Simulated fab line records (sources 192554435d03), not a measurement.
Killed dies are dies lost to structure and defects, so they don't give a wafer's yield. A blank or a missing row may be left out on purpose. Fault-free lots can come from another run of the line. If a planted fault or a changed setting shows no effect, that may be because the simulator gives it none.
Split-lot experiment    flow n5_finfet    route with 1938 steps; 7 lots, 21 wafers read

## ON THE SPLIT
At N5_BEOL_M11_COAT_22 (resist thk 90 nm), the setting spin_rpm was moved away from the recipe's 1500 rpm on 6 of the 21 wafers read, by +3.4% to +9.6%. All remaining wafers had this setting at the recipe value.

## FROM THE SPLIT TO THE READING: what the file shows between them, 4 steps
- N5_BEOL_M11_PEB_26: peb time 60 s (also split here: peb_time_s)
- N5_BEOL_M11_DEVELOP_27: develop time 30 s
- N5_BEOL_M11_CD_MEAS_28: target cd 70 nm
- N5_BEOL_M11_DESCUM_33: chemistry O2, time 7.9 s

## THE READING
CAR-ArF_of_BEOL_M11_COAT_22.thk_nm (the simulator's own value, which no gauge read), in nm, at N5_BEOL_M11_ETCH_65 (etches SiARC in CF4, target depth 39 nm, time 65 s). The file does not state a usual value for it. Across the 15 wafers here that went through the recipe, the average is 55.7 nm and the standard deviation 0.33 nm.

wafer   tool, chamber at the split  spin_rpm as run, rpm  against the recipe  CAR-ArF_of_BEOL_M11_COAT_22.thk_nm, nm  against lot-mates on the recipe
L075.1  litho_track-03, 0           1500                  recipe              55.6                                    -
L075.3  litho_track-03, 0           1644                  +9.6%               51.6                                    -4.0
L075.6  litho_track-03, 0           1644                  +9.6%               51.4                                    -4.2
L080.2  litho_track-03, 0           1609                  +7.3%               52                                      -3.4
L080.3  litho_track-03, 0           1609                  +7.3%               52.2                                    -3.2
L080.5  litho_track-03, 0           1500                  recipe              55.4                                    -
L084.1  litho_track-05, 0           1500                  recipe              56                                      -
L084.5  litho_track-05, 0           1500                  recipe              56                                      -
L084.6  litho_track-05, 0           1500                  recipe              56                                      -
L085.3  litho_track-04, 0           1500                  recipe              55.4                                    -
L085.5  litho_track-04, 0           1500                  recipe              55.4                                    -
L085.6  litho_track-04, 0           1500                  recipe              55.2                                    -
L089.2  litho_track-05, 0           1500                  recipe              55.6                                    -
L089.5  litho_track-05, 0           1500                  recipe              56                                      -
L089.6  litho_track-05, 0           1500                  recipe              56.2                                    -
L094.1  litho_track-04, 0           1500                  recipe              55.4                                    -
L094.2  litho_track-04, 0           1500                  recipe              55.4                                    -
L094.4  litho_track-04, 0           1500                  recipe              55.4                                    -
L096.1  litho_track-05, 0           1551                  +3.4%               54.4                                    -1.8
L096.3  litho_track-05, 0           1551                  +3.4%               54.2                                    -2.0
L096.6  litho_track-05, 0           1500                  recipe              56.2                                    -

FIT RESULTS
A straight line over all 21 wafers: CAR-ArF_of_BEOL_M11_COAT_22.thk_nm changes by -0.453 nm for each +1% of spin_rpm; r = -0.98; the points scatter about the line by 0.32 nm.
The same after taking each lot's own level away (the mean of its wafers on the recipe; 21 wafers): -0.442 nm for each +1%; r = -0.99; scatter 0.18 nm.
Per that fit: largest spin_rpm move, reading shift of 4.2 nm.
The span of the lots' own levels, 55.33 to 56.20 nm, comes to 2.6 times the standard deviation stated above.
So the lot-to-lot level changes the slope little: the two slopes agree.
Check: for one of the wafers moved furthest among these (+9.6%), held out of the fit, the line's prediction against its lot-mates is -4.39 nm. It came out at -4 nm against them.

## OTHER SPLITS APPLIED TO THESE WAFERS
Before the reading, these wafers also passed through other splits. Each is held against what the fit with the lots' levels taken away leaves over:
other split on the same wafers     wafers away from the commonest value  r with CAR-ArF_of_BEOL_M11_COAT_22.thk_nm (lot level and that fit taken away)
N5_BEOL_M8_EXPOSE_25 dose_mj       8                                     +0.01
N5_BEOL_M10_TRENCH_ETCH_37 bias_w  8                                     -0.03
N5_BEOL_M11_PEB_26 peb_time_s      7                                     -0.07

## THE WHOLE CHAIN: every reading that the file lists as answering this split, in the file's order
step                    what it does                                        reading                                                                              change (the file's fit)                r (the file's)
N5_BEOL_M11_COAT_22     resist thk 90 nm                                    CAR-ArF_of_BEOL_M11_COAT_22.thk_nm (the simulator's own value, which no gauge read)  -0.435 nm for each +1% of the setting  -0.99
N5_BEOL_M11_DEVELOP_27  develop time 30 s                                   CAR-ArF_of_BEOL_M11_COAT_22.thk_nm (the simulator's own value, which no gauge read)  -0.42 nm for each +1% of the setting   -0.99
N5_BEOL_M11_ETCH_65     etches SiARC in CF4, target depth 39 nm, time 65 s  CAR-ArF_of_BEOL_M11_COAT_22.thk_nm (the simulator's own value, which no gauge read)  -0.446 nm for each +1% of the setting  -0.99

## THE FILE'S OWN FIT
CAR-ArF_of_BEOL_M11_COAT_22.thk_nm changes by -0.446 nm for each +1% of spin_rpm, r = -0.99.
